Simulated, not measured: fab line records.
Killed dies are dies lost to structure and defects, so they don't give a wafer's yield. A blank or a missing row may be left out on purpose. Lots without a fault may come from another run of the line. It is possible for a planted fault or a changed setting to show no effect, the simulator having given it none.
Which tool did it? :: flow nand-harc :: 15 lots, 45 wafers sampled, at 5 steps of a route of 1302

## WHAT EACH GAUGE READ, for each wafer
NHARC_A_BLC_INSPECT_12. Usual: raw-defect-count 80, standard deviation 35.
lot: L617
measured: day 23 06:22
on: defect-inspect-02
raw-defect-count: 114 96 114
flag: 

lot: L615
measured: day 23 08:03
on: defect-inspect-01
raw-defect-count: 97 98 102
flag: 

lot: L614
measured: day 23 10:27
on: defect-inspect-01
raw-defect-count: 56 61 69
flag: 

lot: L616
measured: day 23 14:07
on: defect-inspect-02
raw-defect-count: 120 108 106
flag: 

lot: L618
measured: day 24 06:56
on: defect-inspect-01
raw-defect-count: 73 69 79
flag: 

lot: L620
measured: day 25 05:28
on: defect-inspect-01
raw-defect-count: 67 60 64
flag: 

lot: L621
measured: day 25 13:35
on: defect-inspect-01
raw-defect-count: 152 179 153
flag: 

lot: L627
measured: day 28 01:21
on: defect-inspect-01
raw-defect-count: 63 61 64
flag: 

lot: L625
measured: day 28 08:31
on: defect-inspect-01
raw-defect-count: 64 85 77
flag: 

lot: L628
measured: day 28 11:29
on: defect-inspect-01
raw-defect-count: 98 97 90
flag: 

lot: L626
measured: day 28 14:28
on: defect-inspect-02
raw-defect-count: 49 45 50
flag: 

lot: L629
measured: day 28 21:47
on: defect-inspect-01
raw-defect-count: 19 21 31
flag: 

lot: L630
measured: day 29 11:31
on: defect-inspect-01
raw-defect-count: 109 112 111
flag: 

lot: L632
measured: day 30 16:28
on: defect-inspect-02
raw-defect-count: 124 112 124
flag: 

lot: L637
measured: day 33 00:41
on: defect-inspect-02
raw-defect-count: 58 53 47
flag: 

NHARC_A_M0_CD_MEAS_09 targets a cd of 80 nm. Usual: cd-nm 80.0 nm, standard deviation 0.59.
lot: L617
measured: day 23 10:16
on: cd-sem-01
cd-nm (nm): 80.3 79.7 80.3
flag: 

lot: L615
measured: day 23 11:59
on: cd-sem-02
cd-nm (nm): 80.1 80.1 80.2
flag: 

lot: L614
measured: day 23 14:23
on: cd-sem-01
cd-nm (nm): 78.8 80.1 78.9
flag: 

lot: L616
measured: day 23 18:03
on: cd-sem-02
cd-nm (nm): 79.3 79.5 79.7
flag: 

lot: L618
measured: day 24 10:51
on: cd-sem-03
cd-nm (nm): 80.8 80.7 81.0
flag: 

lot: L620
measured: day 25 09:47
on: cd-sem-02
cd-nm (nm): 80.2 80.4 80.4
flag: 

lot: L621
measured: day 25 17:59
on: cd-sem-03
cd-nm (nm): 80.1 79.6 79.5
flag: 

lot: L627
measured: day 28 05:44
on: cd-sem-01
cd-nm (nm): 49.7 49.7 50.4
flag: OFF

lot: L625
measured: day 28 12:27
on: cd-sem-03
cd-nm (nm): 80.4 80.5 80.6
flag: 

lot: L628
measured: day 28 15:23
on: cd-sem-01
cd-nm (nm): 56.2 56.1 55.9
flag: OFF

lot: L626
measured: day 28 18:28
on: cd-sem-02
cd-nm (nm): 81.2 80.7 80.9
flag: 

lot: L629
measured: day 29 01:42
on: cd-sem-01
cd-nm (nm): 59.8 59.7 59.5
flag: OFF

lot: L630
measured: day 29 15:25
on: cd-sem-02
cd-nm (nm): 79.6 79.8 80.7
flag: 

lot: L632
measured: day 30 20:34
on: cd-sem-03
cd-nm (nm): 80.8 80.6 80.8
flag: 

lot: L637
measured: day 33 04:52
on: cd-sem-01
cd-nm (nm): 79.8 80.2 79.9
flag: 

NHARC_A_M0_INSPECT_11. Usual: raw-defect-count 81, standard deviation 36.
lot: L617
measured: day 23 10:23
on: defect-inspect-02
raw-defect-count: 121 99 120
flag: 

lot: L615
measured: day 23 12:07
on: defect-inspect-02
raw-defect-count: 98 104 112
flag: 

lot: L614
measured: day 23 14:30
on: defect-inspect-01
raw-defect-count: 57 68 77
flag: 

lot: L616
measured: day 23 18:11
on: defect-inspect-01
raw-defect-count: 124 120 116
flag: 

lot: L618
measured: day 24 10:58
on: defect-inspect-01
raw-defect-count: 70 69 76
flag: 

lot: L620
measured: day 25 09:55
on: defect-inspect-02
raw-defect-count: 62 61 65
flag: 

lot: L621
measured: day 25 18:07
on: defect-inspect-02
raw-defect-count: 159 178 159
flag: 

lot: L627
measured: day 28 05:52
on: defect-inspect-02
raw-defect-count: 66 63 69
flag: 

lot: L625
measured: day 28 12:35
on: defect-inspect-01
raw-defect-count: 65 89 80
flag: 

lot: L628
measured: day 28 15:31
on: defect-inspect-01
raw-defect-count: 101 110 86
flag: 

lot: L626
measured: day 28 18:35
on: defect-inspect-02
raw-defect-count: 43 50 47
flag: 

lot: L629
measured: day 29 01:50
on: defect-inspect-02
raw-defect-count: 22 19 30
flag: 

lot: L630
measured: day 29 15:32
on: defect-inspect-02
raw-defect-count: 109 104 110
flag: 

lot: L632
measured: day 30 20:41
on: defect-inspect-02
raw-defect-count: 128 119 126
flag: 

lot: L637
measured: day 33 04:58
on: defect-inspect-01
raw-defect-count: 58 55 48
flag: 

## TOOL THAT RAN EACH LOT (tool first, then ch and the chambers of the sampled wafers, then the start)
lot: L617
NHARC_A_BLC_DESCUM_15: rie-diel-13 ch 0,1,2, day 23 06:26
NHARC_A_M0_EXPOSE_06: arfi-scanner-02 ch 0, day 23 10:07

lot: L615
NHARC_A_BLC_DESCUM_15: rie-diel-13 ch 1,3, day 23 08:07
NHARC_A_M0_EXPOSE_06: arfi-scanner-03 ch 0, day 23 11:51

lot: L614
NHARC_A_BLC_DESCUM_15: rie-diel-13 ch 0,3, day 23 10:31
NHARC_A_M0_EXPOSE_06: arfi-scanner-02 ch 0, day 23 14:14

lot: L616
NHARC_A_BLC_DESCUM_15: rie-diel-04 ch 0,2,3, day 23 14:11
NHARC_A_M0_EXPOSE_06: arfi-scanner-03 ch 0, day 23 17:55

lot: L618
NHARC_A_BLC_DESCUM_15: rie-diel-04 ch 0,1, day 24 06:59
NHARC_A_M0_EXPOSE_06: arfi-scanner-01 ch 0, day 24 10:43

lot: L620
NHARC_A_BLC_DESCUM_15: rie-diel-13 ch 1,2,3, day 25 05:32
NHARC_A_M0_EXPOSE_06: arfi-scanner-03 ch 0, day 25 09:39

lot: L621
NHARC_A_BLC_DESCUM_15: rie-diel-04 ch 1,2,3, day 25 13:40
NHARC_A_M0_EXPOSE_06: arfi-scanner-02 ch 0, day 25 17:50

lot: L627
NHARC_A_BLC_DESCUM_15: rie-diel-13 ch 0,1,3, day 28 01:25
NHARC_A_M0_EXPOSE_06: arfi-scanner-01 ch 0, day 28 05:35

lot: L625
NHARC_A_BLC_DESCUM_15: rie-diel-12 ch 1,2,3, day 28 08:34
NHARC_A_M0_EXPOSE_06: arfi-scanner-03 ch 0, day 28 12:19

lot: L628
NHARC_A_BLC_DESCUM_15: rie-diel-04 ch 1,2,3, day 28 11:34
NHARC_A_M0_EXPOSE_06: arfi-scanner-01 ch 0, day 28 15:15

lot: L626
NHARC_A_BLC_DESCUM_15: rie-diel-13 ch 0,2,3, day 28 14:31
NHARC_A_M0_EXPOSE_06: arfi-scanner-03 ch 0, day 28 18:20

lot: L629
NHARC_A_BLC_DESCUM_15: rie-diel-04 ch 1,2,3, day 28 21:52
NHARC_A_M0_EXPOSE_06: arfi-scanner-01 ch 0, day 29 01:34

lot: L630
NHARC_A_BLC_DESCUM_15: rie-diel-04 ch 1,2,3, day 29 11:35
NHARC_A_M0_EXPOSE_06: arfi-scanner-02 ch 0, day 29 15:17

lot: L632
NHARC_A_BLC_DESCUM_15: rie-diel-13 ch 0,2, day 30 16:32
NHARC_A_M0_EXPOSE_06: arfi-scanner-02 ch 0, day 30 20:26

lot: L637
NHARC_A_BLC_DESCUM_15: rie-diel-04 ch 0,3, day 33 00:46
NHARC_A_M0_EXPOSE_06: arfi-scanner-03 ch 0, day 33 04:43
- NHARC_A_BLC_DESCUM_15: chemistry O2, time 3 s.
- NHARC_A_M0_EXPOSE_06: exposes mask A M0, target cd 80 nm.

## WHAT THE TOOLS THEMSELVES READ (means of the sampled wafers that have a number; where no wafer has one, the mark that the record gives instead)
NHARC_A_BLC_DESCUM_15. Usual: chamber-pressure-mTorr 60.00 mTorr, standard deviation 0.056; drypump-motor-current-A 5.67 A, standard deviation 0.27; oes-product-au 1.002 a.u., standard deviation 0.0068; rf-vpp-V 57.8 V, standard deviation 0.96; showerhead-plenum-p-Torr 1.91 Torr, standard deviation 0.084; throttle-valve-pct 11.312 %, standard deviation 0.0093.
lot: L617
tool: rie-diel-13
chamber-pressure-mTorr (mTorr): 60.02
drypump-motor-current-A (A): 5.74
oes-product-au (a.u.): 1.000
rf-vpp-V (V): 57.1
showerhead-plenum-p-Torr (Torr): 1.94
throttle-valve-pct (%): 11.321
flag: 

lot: L615
tool: rie-diel-13
chamber-pressure-mTorr (mTorr): 60.07
drypump-motor-current-A (A): 5.73
oes-product-au (a.u.): 1.007
rf-vpp-V (V): 57.6
showerhead-plenum-p-Torr (Torr): 1.97
throttle-valve-pct (%): 11.327
flag: 

lot: L614
tool: rie-diel-13
chamber-pressure-mTorr (mTorr): 59.98
drypump-motor-current-A (A): 6.02
oes-product-au (a.u.): 0.999
rf-vpp-V (V): 58.5
showerhead-plenum-p-Torr (Torr): 2.00
throttle-valve-pct (%): 11.314
flag: 

lot: L616
tool: rie-diel-04
chamber-pressure-mTorr (mTorr): 60.01
drypump-motor-current-A (A): 5.64
oes-product-au (a.u.): 1.005
rf-vpp-V (V): 58.1
showerhead-plenum-p-Torr (Torr): 1.92
throttle-valve-pct (%): 11.313
flag: 

lot: L618
tool: rie-diel-04
chamber-pressure-mTorr (mTorr): 60.03
drypump-motor-current-A (A): 5.73
oes-product-au (a.u.): 1.003
rf-vpp-V (V): 57.8
showerhead-plenum-p-Torr (Torr): 1.85
throttle-valve-pct (%): 11.308
flag: 

lot: L620
tool: rie-diel-13
chamber-pressure-mTorr (mTorr): 59.98
drypump-motor-current-A (A): 5.74
oes-product-au (a.u.): 1.007
rf-vpp-V (V): 57.1
showerhead-plenum-p-Torr (Torr): 1.89
throttle-valve-pct (%): 11.321
flag: 

lot: L621
tool: rie-diel-04
chamber-pressure-mTorr (mTorr): 60.05
drypump-motor-current-A (A): 5.46
oes-product-au (a.u.): 1.001
rf-vpp-V (V): 57.5
showerhead-plenum-p-Torr (Torr): 1.90
throttle-valve-pct (%): 11.305
flag: 

lot: L627
tool: rie-diel-13
chamber-pressure-mTorr (mTorr): 59.90
drypump-motor-current-A (A): 5.89
oes-product-au (a.u.): 1.006
rf-vpp-V (V): 58.0
showerhead-plenum-p-Torr (Torr): 1.98
throttle-valve-pct (%): 11.309
flag: 

lot: L625
tool: rie-diel-12
chamber-pressure-mTorr (mTorr): 59.94
drypump-motor-current-A (A): 5.44
oes-product-au (a.u.): 0.993
rf-vpp-V (V): 57.8
showerhead-plenum-p-Torr (Torr): 1.88
throttle-valve-pct (%): 11.302
flag: 

lot: L628
tool: rie-diel-04
chamber-pressure-mTorr (mTorr): 60.03
drypump-motor-current-A (A): 5.43
oes-product-au (a.u.): 0.995
rf-vpp-V (V): 57.4
showerhead-plenum-p-Torr (Torr): 1.90
throttle-valve-pct (%): 11.315
flag: 

lot: L626
tool: rie-diel-13
chamber-pressure-mTorr (mTorr): 59.98
drypump-motor-current-A (A): 5.91
oes-product-au (a.u.): 0.999
rf-vpp-V (V): 57.8
showerhead-plenum-p-Torr (Torr): 1.91
throttle-valve-pct (%): 11.309
flag: 

lot: L629
tool: rie-diel-04
chamber-pressure-mTorr (mTorr): 59.99
drypump-motor-current-A (A): 5.46
oes-product-au (a.u.): 1.004
rf-vpp-V (V): 57.7
showerhead-plenum-p-Torr (Torr): 1.90
throttle-valve-pct (%): 11.311
flag: 

lot: L630
tool: rie-diel-04
chamber-pressure-mTorr (mTorr): 59.94
drypump-motor-current-A (A): 5.45
oes-product-au (a.u.): 1.004
rf-vpp-V (V): 57.5
showerhead-plenum-p-Torr (Torr): 1.90
throttle-valve-pct (%): 11.308
flag: 

lot: L632
tool: rie-diel-13
chamber-pressure-mTorr (mTorr): 60.00
drypump-motor-current-A (A): 5.74
oes-product-au (a.u.): 1.003
rf-vpp-V (V): 57.4
showerhead-plenum-p-Torr (Torr): 1.87
throttle-valve-pct (%): 11.316
flag: 

lot: L637
tool: rie-diel-04
chamber-pressure-mTorr (mTorr): 60.04
drypump-motor-current-A (A): 5.72
oes-product-au (a.u.): 1.004
rf-vpp-V (V): 57.0
showerhead-plenum-p-Torr (Torr): 1.89
throttle-valve-pct (%): 11.313
flag: 

NHARC_A_M0_EXPOSE_06. Usual: exposure-dose-mJ-cm2 83.24, standard deviation 0.093.
lot: L617
tool: arfi-scanner-02
exposure-dose-mJ-cm2: 83.21
flag: 

lot: L615
tool: arfi-scanner-03
exposure-dose-mJ-cm2: 83.12
flag: 

lot: L614
tool: arfi-scanner-02
exposure-dose-mJ-cm2: 83.17
flag: 

lot: L616
tool: arfi-scanner-03
exposure-dose-mJ-cm2: 83.12
flag: 

lot: L618
tool: arfi-scanner-01
exposure-dose-mJ-cm2: 83.35
flag: 

lot: L620
tool: arfi-scanner-03
exposure-dose-mJ-cm2: 83.21
flag: 

lot: L621
tool: arfi-scanner-02
exposure-dose-mJ-cm2: 83.39
flag: 

lot: L627
tool: arfi-scanner-01
exposure-dose-mJ-cm2: 52.46
flag: OFF

lot: L625
tool: arfi-scanner-03
exposure-dose-mJ-cm2: 83.20
flag: 

lot: L628
tool: arfi-scanner-01
exposure-dose-mJ-cm2: 58.63
flag: OFF

lot: L626
tool: arfi-scanner-03
exposure-dose-mJ-cm2: 83.24
flag: 

lot: L629
tool: arfi-scanner-01
exposure-dose-mJ-cm2: 60.73
flag: OFF

lot: L630
tool: arfi-scanner-02
exposure-dose-mJ-cm2: 83.27
flag: 

lot: L632
tool: arfi-scanner-02
exposure-dose-mJ-cm2: 83.36
flag: 

lot: L637
tool: arfi-scanner-03
exposure-dose-mJ-cm2: 83.16
flag: 

## THE ANSWER, worked out from the rows above alone
Rule: take the mean of a lot's wafers that have a number; if it is more than 3 standard deviations from the usual mean, the lot is off. A lot without any number at a reading at which 4 lots or more have one is off too. Any other lot the step has rows for is counted as sound. Order of review: gauges by route order, followed by the tools' own readings, for which a lot's mean as printed above is used. The first step at which some lot is off is used, and at that step the reading that is off furthest; a lot without a number counts as furthest.
Off, at NHARC_A_M0_CD_MEAS_09 on cd-nm: L627, L628, L629.
If a tool, at a process step before that reading, ran all the lots that are off and no sound lot after the first of them, it fits. The gauges at NHARC_A_M0_CD_MEAS_09 aren't tried: what is off there is off at NHARC_A_M0_EXPOSE_06 too, on other tools, and a gauge's error can't cause that. One fits: arfi-scanner-01 at NHARC_A_M0_EXPOSE_06. A fault onset in the window from L618 (day 24 10:43, its last sound lot) to L627 (day 28 05:35, its first lot off) fits.
The tool's own readings at NHARC_A_M0_EXPOSE_06 bear it out: on the lots that are off they differ by more than 5 times the standard deviation of the sound lots' means. exposure-dose-mJ-cm2 reads 57.27 there against 83.23 on the sound lots.

## WHAT THE SIMULATOR HAD INSERTED
Drift in process parameters on arfi-scanner-01 at NHARC_A_M0_EXPOSE_06, starting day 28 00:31. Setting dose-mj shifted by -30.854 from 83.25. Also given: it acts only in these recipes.
Shown lots that were struck: L627, L628, L629. The same result came from the rule above.
